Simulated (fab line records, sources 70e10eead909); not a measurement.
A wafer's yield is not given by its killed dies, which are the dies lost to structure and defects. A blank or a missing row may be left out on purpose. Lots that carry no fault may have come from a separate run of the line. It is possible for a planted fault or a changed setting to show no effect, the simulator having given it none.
fab line records -- flow nand-harc
[record] lots = 5, wafers = 15, last-day = 25
route steps=1159 shown P_M1@306 P_M2@318 END@1159
lots that met no fault: from a run of the same line without faults
start-h: hours from the record's opening day to when the first of the lot's shown wafers began -- wait-h: hours since the lot's step before -- " same as the row above -- L1.1+2: several wafers, shown together as one row -- - no value, or no start given -- * or withheld: withheld -- < > ~ a bound
route shown NAME@n: a module of which the file shows steps, and the number in the route of the first -- usual: mean/standard deviation taken from wafers without a fault -- same: alike in all rows -- chamber/n: place in a boat -- sites: each site's reading -- _std_site: how widely they spread, as a standard deviation -- _edge_site: outer sites' mean less inner sites' -- radius-mm: for every site, how far away it sits from the centre of the wafer -- mask NAME#n: copy n -- behind: tool/chamber where the wafer was last shaped -- hold: the reason the lot was held/the length of the hold in hours/how it ended -- device: the n, p or np transistor that did not switch -- end of line: tests of these same wafers at the route's end -- where a step has no rows: the recipe by itself -- killed: the dies lost at the first sort to structure and to defects; this is not the yield of the wafer -- map: a wafer's dies, marking killed ones x, the rest . and places with no die _
set.NAME: setting as actually run; set.NAME@STEP: the setting as run at that earlier step -- model.NAME: the simulator's own value behind a step, which no gauge read
lots at selected steps of the route; one table per step, one row per wafer
services: from which hour (start-h, from the record's first day; less than 0 if before it) a tool's chamber was out of use, for how many hours, and why
[[steps]]
[step NHARC_P_M1_PRE_CLEAN_30]
[recipe] time-s = 30, temp-c = 280, gas = H2/He
[step NHARC_P_M1_PVD_20]
[recipe] target-thk-a = 50, bias-v = 168.6, power-w = 15000, chamber-pressure-pa = 0.12, time-s = 8.06, substrate-temp-c = 50, material = TaN
[step NHARC_P_M1_PVD_21]
[recipe] target-thk-a = 300, chamber-pressure-pa = 5, power-w = 5000, substrate-temp-c = 30, time-s = 20.49, material = Cu
[step NHARC_P_M1_ECD_22]
[recipe] target-thk-a = 4000, bath-temp-c = 25, material = Cu
[step NHARC_P_M1_ANNEAL_31]
[recipe] temp-c = 225, time-s = 90
[step NHARC_P_M1_CMP_23]
[recipe] t-overpolish-s = 20, target-thk-nm = 157.82
[step NHARC_P_M1_THK_MEAS_24]
[recipe] thk-meas-gauge = xrf
[usual] thk-nm = 157.8/1.6
lot.wafer,tool,chamber,start-h,wait-h,thk-nm
L954.3,film-metro-02,-,129.87,-,155.8
L954.4,film-metro-02,-,129.87,-,159.6
L954.6,film-metro-02,-,129.87,-,156.7
L957.2,film-metro-02,-,156.41,-,159.6
L957.5,film-metro-02,-,156.41,-,157.7
L957.6,film-metro-02,-,156.41,-,157.1
L959.1,film-metro-01,-,166.06,-,161.0
L959.3,film-metro-01,-,166.06,-,155.7
L959.6,film-metro-01,-,166.06,-,158.5
L974.3,film-metro-02,-,255.83,-,158.5
L974.5,film-metro-02,-,255.83,-,158.2
L974.6,film-metro-02,-,255.83,-,159.0
L975.3,film-metro-02,-,269.14,-,156.2
L975.5,film-metro-02,-,269.14,-,159.5
L975.6,film-metro-02,-,269.14,-,160.1
[step NHARC_P_M1_SRD_25]
[step NHARC_P_M1_INSPECT_27]
[usual] raw-defect-count = 303/120
lot.wafer,tool,chamber,start-h,wait-h,raw-defect-count
L954.3,defect-inspect-01,-,130.02,0.0,348
L954.4,defect-inspect-01,-,130.02,0.0,136
L954.6,defect-inspect-01,-,130.02,0.0,210
L957.2,defect-inspect-02,-,156.59,0.0,291
L957.5,defect-inspect-02,-,156.59,0.0,269
L957.6,defect-inspect-02,-,156.59,0.0,462
L959.1,defect-inspect-01,-,166.22,0.0,506
L959.3,defect-inspect-01,-,166.22,0.0,191
L959.6,defect-inspect-01,-,166.22,0.0,205
L974.3,defect-inspect-01,-,255.98,0.0,224
L974.5,defect-inspect-01,-,255.98,0.0,285
L974.6,defect-inspect-01,-,255.98,0.0,154
L975.3,defect-inspect-02,-,269.31,0.1,410
L975.5,defect-inspect-02,-,269.31,0.1,271
L975.6,defect-inspect-02,-,269.31,0.1,397
[step NHARC_P_M1_PRE_CLEAN_32]
[recipe] time-s = 12, temp-c = 370, rf-power-w = 300, gas = NH3
[step NHARC_P_M1_DEP_33]
[recipe] target-thk-a = 300, temp-c = 370, target-thk-nm = 30, pressure-torr = 3, flow-sccm = 200, rf-w = 450, material = SiCN
[step NHARC_P_M2_DEP_00]
[recipe] target-thk-a = 1825, target-thk-nm = 182.5, temp-c = withheld, pressure-torr = 5, flow-sccm = 200, rf-w = 600, material = SiOC
lot.wafer,tool,chamber,start-h,wait-h
L954.3+6+4,pecvd-04,"0,2,1",130.63,-
L957.2+6+5,pecvd-04,"1,2,0",157.64,-
L959.3+1+6,pecvd-02,"2,0,0",166.86,-
L974.3+5+6,pecvd-04,"1,0,2",256.59,-
L975.3+5+6,pecvd-04,"1,0,2",269.91,-
[step NHARC_P_M2_DEHYDRATE_01]
[recipe] temp-c = 150, time-s = 120
[step NHARC_P_M2_HMDS_02]
[recipe] time-s = 30
[step NHARC_P_M2_COAT_34]
[recipe] temp-c = 200, time-s = 65
[step NHARC_P_M2_COAT_03]
[recipe] spin-rpm = 1500, resist-thk-nm = 90
[step NHARC_P_M2_SOFTBAKE_04]
[recipe] temp-c = 105, time-s = 55
[step NHARC_P_M2_EBR_05]
[step NHARC_P_M2_EXPOSE_06]
[recipe] na = 1.35, target-cd-nm = 170, dose-mj = 80.78, mask-id = P_M2
[step NHARC_P_M2_PEB_07]
[recipe] peb-temp-c = 100, peb-time-s = 65
[step NHARC_P_M2_DEVELOP_08]
[recipe] develop-time-s = 35, dev-temp-c = 23
[step NHARC_P_M2_CD_MEAS_09]
[recipe] target-cd-nm = 170, landing-energy-ev = 500
[usual] cd-nm = 170.2/0.63
lot.wafer,tool,chamber,start-h,wait-h,cd-nm
L954.3,cd-sem-03,0,131.42,-,170.0
L954.4,cd-sem-03,0,131.42,-,169.5
L954.6,cd-sem-03,0,131.42,-,170.4
L957.2,cd-sem-01,0,158.27,-,170.5
L957.5,cd-sem-01,0,158.27,-,170.2
L957.6,cd-sem-01,0,158.27,-,170.1
L959.1,cd-sem-01,0,167.52,-,170.7
L959.3,cd-sem-01,0,167.52,-,170.3
L959.6,cd-sem-01,0,167.52,-,170.4
L974.3,cd-sem-01,0,257.39,-,168.6
L974.5,cd-sem-01,0,257.39,-,169.6
L974.6,cd-sem-01,0,257.39,-,169.0
L975.3,cd-sem-01,0,270.71,-,169.7
L975.5,cd-sem-01,0,270.71,-,168.8
L975.6,cd-sem-01,0,270.71,-,169.5
[step NHARC_P_M2_OVL_MEAS_10]
[recipe] pitch-nm = 340
[usual] overlay-x-nm = 0.2/0.97, overlay-y-nm = -0.1/0.73
lot.wafer,tool,chamber,start-h,wait-h,overlay-x-nm,overlay-y-nm
L954.3,overlay-02,-,131.51,-,-0.3,0.9
L954.4,overlay-02,-,131.51,-,0.0,1.5
L954.6,overlay-02,-,131.51,-,0.6,0.8
L957.2,overlay-02,-,158.36,-,0.8,0.5
L957.5,overlay-02,-,158.36,-,0.4,0.7
L957.6,overlay-02,-,158.36,-,0.7,0.0
L959.1,overlay-01,-,167.61,-,2.1,-1.0
L959.3,overlay-01,-,167.61,-,0.9,-0.8
L959.6,overlay-01,-,167.61,-,1.6,-0.9
L974.3,overlay-01,-,257.47,-,1.0,-1.8
L974.5,overlay-01,-,257.47,-,0.3,-1.9
L974.6,overlay-01,-,257.47,-,1.0,-0.9
L975.3,overlay-01,-,270.80,-,0.7,-0.8
L975.5,overlay-01,-,270.80,-,0.0,-0.8
L975.6,overlay-01,-,270.80,-,0.0,-0.3
[step NHARC_P_M2_INSPECT_11]
[usual] raw-defect-count = 3.6/2
lot.wafer,tool,chamber,start-h,wait-h,raw-defect-count
L954.3,defect-inspect-01,-,131.55,0.0,5
L954.4,defect-inspect-01,-,131.55,0.0,7
L954.6,defect-inspect-01,-,131.55,0.0,2
L957.2,defect-inspect-01,-,158.39,0.0,3
L957.5,defect-inspect-01,-,158.39,0.0,1
L957.6,defect-inspect-01,-,158.39,0.0,3
L959.1,defect-inspect-02,-,167.65,0.0,5
L959.3,defect-inspect-02,-,167.65,0.0,5
L959.6,defect-inspect-02,-,167.65,0.0,1
L974.3,defect-inspect-01,-,257.51,0.0,2
L974.5,defect-inspect-01,-,257.51,0.0,5
L974.6,defect-inspect-01,-,257.51,0.0,2
L975.3,defect-inspect-02,-,270.83,0.0,4
L975.5,defect-inspect-02,-,270.83,0.0,7
L975.6,defect-inspect-02,-,270.83,0.0,5
[step NHARC_P_M2_DESCUM_14]
[recipe] time-s = 3, o2-flow-sccm = 200, ar-flow-sccm = 0, bias-power-w = 0, chemistry = O2
[step NHARC_P_M2_ETCH_35]
[recipe] target-depth-a = 400, overetch-a = 120, time-s = 43.94, ion-energy-ev = 200, n2-flow-sccm = 150, h2-flow-sccm = 150, ar-flow-sccm = 0, rf-w = 400, bias-w = 150, chemistry = N2/H2
[step NHARC_P_M2_ETCH_15]
[recipe] target-depth-a = 1825, time-s = 91.2, c4f8-flow-sccm = withheld, ar-flow-sccm = 400, rf-w = 600, bias-w = 300, chemistry = C4F8/Ar
[step NHARC_P_M2_CD_MEAS_16]
[usual] cd-nm = 169.9/0.83
lot.wafer,tool,chamber,start-h,wait-h,cd-nm
L954.3,cd-sem-02,-,131.91,-,169.8
L954.4,cd-sem-02,-,131.91,-,168.4
L954.6,cd-sem-02,-,131.91,-,169.4
L957.2,cd-sem-03,-,158.76,-,169.6
L957.5,cd-sem-03,-,158.76,-,169.5
L957.6,cd-sem-03,-,158.76,-,169.4
L959.1,cd-sem-01,-,168.01,-,170.5
L959.3,cd-sem-01,-,168.01,-,170.1
L959.6,cd-sem-01,-,168.01,-,170.4
L974.3,cd-sem-01,-,257.88,-,167.8
L974.5,cd-sem-01,-,257.88,-,169.9
L974.6,cd-sem-01,-,257.88,-,168.9
L975.3,cd-sem-02,-,271.20,-,168.3
L975.5,cd-sem-02,-,271.20,-,166.9
L975.6,cd-sem-02,-,271.20,-,167.8
[step NHARC_P_M2_STRIP_18]
[recipe] power-w = 1000, n2-flow-sccm = 150, h2-flow-sccm = 150, ar-flow-sccm = 0, bias-w = 0, chemistry = N2/H2
[step NHARC_P_M2_ETCH_28]
[recipe] target-depth-a = 300, over-etch-frac = 0.3, time-s = 72.99, ion-energy-ev = 150, cf4-flow-sccm = 50, n2-flow-sccm = 100, ar-flow-sccm = 150, rf-w = 300, bias-w = 100, chemistry = CF4/N2
[usual] drypump-motor-current-A = 5.64/0.27, oes-product-au = 1.000/0.0093, rf-vpp-V = 313.6/1.6, showerhead-plenum-p-Torr = 2.59/0.074, throttle-valve-pct = 19.793/0.0091
[same] over-etch-frac = 0.3, time-s = 72.99
lot.wafer,tool,chamber,start-h,wait-h,drypump-motor-current-A,oes-product-au,rf-hours-counter-h,rf-vpp-V,showerhead-plenum-p-Torr,throttle-valve-pct
L954.4,rie-diel-09,1,-,-,5.47,1.000,8,311.1,2.50,19.792
L954.3,rie-diel-09,2,-,-,6.00,1.010,7,311.2,2.45,19.786
L954.6,rie-diel-09,1,-,-,5.48,0.997,-,312.3,2.50,19.789
L957.2,rie-diel-13,3,-,-,5.79,1.005,2,315.2,2.68,19.796
L957.6,rie-diel-13,3,-,-,5.78,1.005,-,314.9,2.68,19.797
L957.5,rie-diel-13,0,-,-,5.64,1.014,-,314.7,2.64,19.778
L959.3,rie-diel-13,2,-,-,5.67,1.003,2,312.0,2.59,19.790
L959.1,rie-diel-13,3,-,-,5.78,1.007,2,314.8,2.68,19.795
L959.6,rie-diel-13,1,-,-,5.12,1.001,-,312.7,2.52,19.795
L974.3,rie-diel-13,2,-,-,5.66,1.001,5,313.7,2.59,19.800
L974.5,rie-diel-13,0,-,-,5.61,1.007,-,313.6,2.64,19.782
L974.6,rie-diel-13,1,-,-,5.13,0.990,-,312.2,2.51,19.807
L975.3,rie-diel-09,3,-,-,6.13,1.003,1,313.7,2.67,19.784
L975.5,rie-diel-09,3,-,-,6.11,1.000,-,315.7,2.67,19.776
L975.6,rie-diel-09,0,-,-,5.77,0.997,-,311.6,2.50,19.790
[step NHARC_P_M2_STRIP_19]
[recipe] time-s = 600, temp-c = 30, chemistry = post-etch-residue-remover
[step NHARC_P_M2_DEGAS_29]
[recipe] temp-c = 250, time-s = 60
[step NHARC_P_M2_PRE_CLEAN_30]
[recipe] time-s = 30, temp-c = 280, gas = H2/He
[usual] heater-power-w = 402/44
[same] time-s = 30
lot.wafer,tool,chamber,start-h,wait-h,heater-power-w
L954.4,pvd-sputter-01,-,-,-,462
L954.3,pvd-sputter-01,-,-,-,420
L954.6,pvd-sputter-01,-,-,-,443
L957.2,pvd-sputter-02,-,-,-,327
L957.6,pvd-sputter-02,-,-,-,443
L957.5,pvd-sputter-02,-,-,-,352
L959.3,pvd-sputter-01,-,-,-,434
L959.1,pvd-sputter-01,-,-,-,453
L959.6,pvd-sputter-01,-,-,-,442
L974.3,pvd-sputter-02,-,-,-,326
L974.5,pvd-sputter-02,-,-,-,381
L974.6,pvd-sputter-02,-,-,-,426
L975.3,pvd-sputter-01,-,-,-,440
L975.5,pvd-sputter-01,-,-,-,455
L975.6,pvd-sputter-01,-,-,-,442
[step NHARC_P_M2_PVD_20]
[recipe] target-thk-a = 50, bias-v = 168.6, power-w = 15000, chamber-pressure-pa = 0.12, time-s = 8.06, substrate-temp-c = 50, material = TaN
[usual] throttle-valve-pct = 29.9/0.78
[same] time-s = 8.06
lot.wafer,tool,chamber,start-h,wait-h,throttle-valve-pct
L954.4,pvd-sputter-01,-,-,-,29.5
L954.3,pvd-sputter-01,-,-,-,30.0
L954.6,pvd-sputter-01,-,-,-,30.9
L957.2,pvd-sputter-02,-,-,-,30.1
L957.6,pvd-sputter-02,-,-,-,29.4
L957.5,pvd-sputter-02,-,-,-,29.1
L959.1,pvd-sputter-01,-,-,-,29.9
L959.3,pvd-sputter-01,-,-,-,31.4
L959.6,pvd-sputter-01,-,-,-,31.2
L974.3,pvd-sputter-02,-,-,-,29.9
L974.6,pvd-sputter-02,-,-,-,30.6
L974.5,pvd-sputter-02,-,-,-,29.4
L975.3,pvd-sputter-01,-,-,-,30.5
L975.5,pvd-sputter-01,-,-,-,30.7
L975.6,pvd-sputter-01,-,-,-,29.8
[step NHARC_P_M2_PVD_21]
[recipe] target-thk-a = 300, chamber-pressure-pa = 5, power-w = 5000, substrate-temp-c = 30, time-s = 20.49, material = Cu
[usual] throttle-valve-pct = 29.9/0.81
[same] time-s = 20.49
lot.wafer,tool,chamber,start-h,wait-h,throttle-valve-pct
L954.3,pvd-sputter-01,-,-,-,31.2
L954.4,pvd-sputter-01,-,-,-,29.7
L954.6,pvd-sputter-01,-,-,-,30.8
L957.2,pvd-sputter-02,-,-,-,29.2
L957.6,pvd-sputter-02,-,-,-,29.1
L957.5,pvd-sputter-02,-,-,-,29.2
L959.1,pvd-sputter-01,-,-,-,30.7
L959.3,pvd-sputter-01,-,-,-,29.7
L959.6,pvd-sputter-01,-,-,-,29.1
L974.3,pvd-sputter-02,-,-,-,29.1
L974.5,pvd-sputter-02,-,-,-,29.5
L974.6,pvd-sputter-02,-,-,-,29.6
L975.3,pvd-sputter-01,-,-,-,30.8
L975.6,pvd-sputter-01,-,-,-,29.1
L975.5,pvd-sputter-01,-,-,-,30.8
[step NHARC_P_M2_ECD_22]
[recipe] target-thk-a = 4000, bath-temp-c = 25, material = Cu
[step NHARC_P_M2_ANNEAL_31]
[recipe] temp-c = 225, time-s = 90
[step NHARC_P_M2_CMP_23]
[recipe] t-overpolish-s = 20, target-thk-nm = 144.3
[usual] motor-current-A = 11.9/0.9, slurry-flow-ml-min = 150.0/0.53, time-to-endpoint-s = 29.2/2.7
lot.wafer,tool,chamber,start-h,wait-h,motor-current-A,slurry-flow-ml-min,time-to-endpoint-s
L954.3,cmp-04,2,133.77,-,12.4,149.8,27.8
L954.4,cmp-04,0,133.77,-,11.8,149.8,27.1
L954.6,cmp-04,3,133.77,-,11.4,150.0,27.1
L957.2,cmp-02,2,160.59,-,11.1,150.3,30.8
L957.6,cmp-02,1,160.59,-,14.3,150.1,30.6
L957.5,cmp-02,2,160.59,-,11.6,150.0,30.8
L959.1,cmp-04,0,169.83,-,11.1,151.1,26.0
L959.3,cmp-04,1,169.83,-,11.4,150.1,27.6
L959.6,cmp-04,0,169.83,-,11.1,149.9,24.8
L974.3,cmp-04,3,259.76,-,11.7,150.3,31.7
L974.6,cmp-04,2,259.76,-,12.0,149.2,29.7
L974.5,cmp-04,3,259.76,-,12.4,150.8,30.9
L975.3,cmp-02,0,273.22,-,9.9,149.9,28.5
L975.6,cmp-02,3,273.22,-,12.4,150.2,33.4
L975.5,cmp-02,0,273.22,-,10.4,150.0,29.5
[step NHARC_P_M2_SRD_25]
[step NHARC_END_SORT_01]
[recipe] temp-c = 25
[usual] defect-limited-yield = 95.3/1.7, killed-at-array = 28/11, killed-at-other = 0.5/0.85, killed-at-periphery = 2.7/1.9, killed-dies = 32/12, killed-open = 3.3/1.6, killed-short = 2.1/1.5, sort_bin_2_pct = 1.5/0.71, sort_bin_3_pct = 0.25/0.23, sort_bin_4_pct = 3.0/1.1, sort-n-pass = 645/12, sort-rim-yield-pct = 95/3.1, sort-yield-pct = 95.3/1.7
[same] gross-dies = 677, sort_bin_5_pct[%] = 0, sort_bin_6_pct[%] = 0, sort_bin_7_pct[%] = 0, sort_bin_8_pct[%] = 0, sort-rim-n-gross = 106.00
lot.wafer,tool,chamber,start-h,wait-h,defect-limited-yield[%],killed-at-array,killed-at-other,killed-at-periphery,killed-dies,killed-open,killed-short,sort_bin_2_pct[%],sort_bin_3_pct[%],sort_bin_4_pct[%],sort-n-pass,sort-rim-yield-pct[%],sort-yield-pct[%]
L957.2,prober-01,0,473.50,2.8,0,17,0,660,677,5,5,98.2,0,1.8,0,0,0
// killed by level:class
L957.2 P_M2:area-dep=657 P_STI:chamber-film-flake=2 A_ZERO_WELL:chamber-film-flake=2 A_CHANNEL_HOLE_D1:chamber-film-flake=2 A_CONTACT:chamber-film-flake=2 P_M0:geometric-particle:short=1 A_ONON_D1:geometric-particle:open=1 A_CHANNEL_HOLE_D1:geometric-particle:open=1
// map L957.2 (x killed, . not)
____________x____________
_________xxxxxxx_________
_______xxxxxxxxxxx_______
______xxxxxxxxxxxxx______
_____xxxxxxxxxxxxxxx_____
____xxxxxxxxxxxxxxxxx____
____xxxxxxxxxxxxxxxxx____
___xxxxxxxxxxxxxxxxxxx___
___xxxxxxxxxxxxxxxxxxx___
__xxxxxxxxxxxxxxxxxxxxx__
__xxxxxxxxxxxxxxxxxxxxx__
_xxxxxxxxxxxxxxxxxxxxxxx_
_xxxxxxxxxxxxxxxxxxxxxxx_
_xxxxxxxxxxxxxxxxxxxxxxx_
_xxxxxxxxxxxxxxxxxxxxxxx_
_xxxxxxxxxxxxxxxxxxxxxxx_
xxxxxxxxxxxxxxxxxxxxxxxxx
xxxxxxxxxxxxxxxxxxxxxxxxx
xxxxxxxxxxxxxxxxxxxxxxxxx
xxxxxxxxxxxxxxxxxxxxxxxxx
xxxxxxxxxxxxxxxxxxxxxxxxx
_xxxxxxxxxxxxxxxxxxxxxxx_
_xxxxxxxxxxxxxxxxxxxxxxx_
_xxxxxxxxxxxxxxxxxxxxxxx_
_xxxxxxxxxxxxxxxxxxxxxxx_
_xxxxxxxxxxxxxxxxxxxxxxx_
__xxxxxxxxxxxxxxxxxxxxx__
__xxxxxxxxxxxxxxxxxxxxx__
___xxxxxxxxxxxxxxxxxxx___
___xxxxxxxxxxxxxxxxxxx___
____xxxxxxxxxxxxxxxxx____
____xxxxxxxxxxxxxxxxx____
_____xxxxxxxxxxxxxxx_____
______xxxxxxxxxxxxx______
_______xxxxxxxxxxx_______
_________xxxxxxx_________
____________x____________
// map L954.3 (x killed, . not)
____________.____________
_________....x.._________
_______..........._______
______........x....______
_____.......x.x..x.._____
____.............x...____
____...........x.....____
___.............x....x___
___...................___
__.........x..........x__
__....x................__
_......................._
_......................._
_..x...................._
_.x.............x.x....._
_.x....................._
.........................
.......x.................
.........................
.........................
.........................
_......x.x.x............_
_......x.x.............._
_......................._
_......................._
_......................._
__......x..............__
__.....x...............__
___..x................___
___.x...x.....x.......___
____............x....____
____............xxx..____
_____.........x.xx.._____
______..x......x.xx______
_______..x........_______
_________......._________
____________.____________
[[services]]
tool,chamber,start-h,hours,kind
cmp-02,-,130.11,4.0,pm
pecvd-04,0,151.19,3.4,repair
pecvd-02,-,153.45,13.0,pm
pecvd-04,-,155.90,1.0,repair
cmp-02,-,157.97,1.9,repair
pvd-sputter-01,-,158.00,10.0,pm
pecvd-02,0,183.67,6.2,repair
pecvd-04,-,195.28,13.0,pm
pecvd-04,0,195.28,13.0,vent-cycle
pecvd-04,1,195.28,13.0,vent-cycle
cmp-04,-,202.10,0.7,repair
cmp-04,-,203.07,4.0,pm
pvd-sputter-02,-,204.09,1.2,repair
rie-diel-09,-,207.42,1.3,repair
pvd-sputter-02,-,211.80,0.9,repair
pecvd-02,-,213.11,1.0,repair
pvd-sputter-02,-,214.02,10.0,pm
cmp-02,-,225.52,0.5,repair
pecvd-04,1,227.64,5.6,repair
cmp-02,-,228.11,4.0,pm
cmp-04,-,243.15,0.5,repair
rie-diel-09,0,247.57,4.4,repair
rie-diel-09,-,254.40,9.0,pm
pvd-sputter-01,-,272.68,1.7,repair
[[key]]
[first-sign] step = NHARC_END_SORT_01, reading = killed-at-periphery, direction = up, sigmas = 99+, usual = 2.7, struck = 660
[effect] step = NHARC_END_SORT_01, reading = sort_bin_2_pct, direction = up, sigmas = 99+, usual = 1.5, struck = 98.2
[more-kills-born-at] NHARC_P_M2_DEP_00@pecvd-04 = 657
met-at NHARC_P_M2_DEP_00
struck-wafers L957.2
later-rows-left-out L957.2
onset-between 130.63 157.64
[fault] kind = process-parameter-drift, tool = pecvd-04, chamber = -, onset-h = 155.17, steps = NHARC_P_M2_DEP_00, channel = target-thk-nm, offset = 61.035, shape = step, end-h = 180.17, scope = struck-wafers-only, acts-in = these-recipes-only, stated = 182.5
// later-rows-left-out: the simulator's readings of these wafers behind a module that went badly wrong aren't trusted and aren't shown, but for the sort
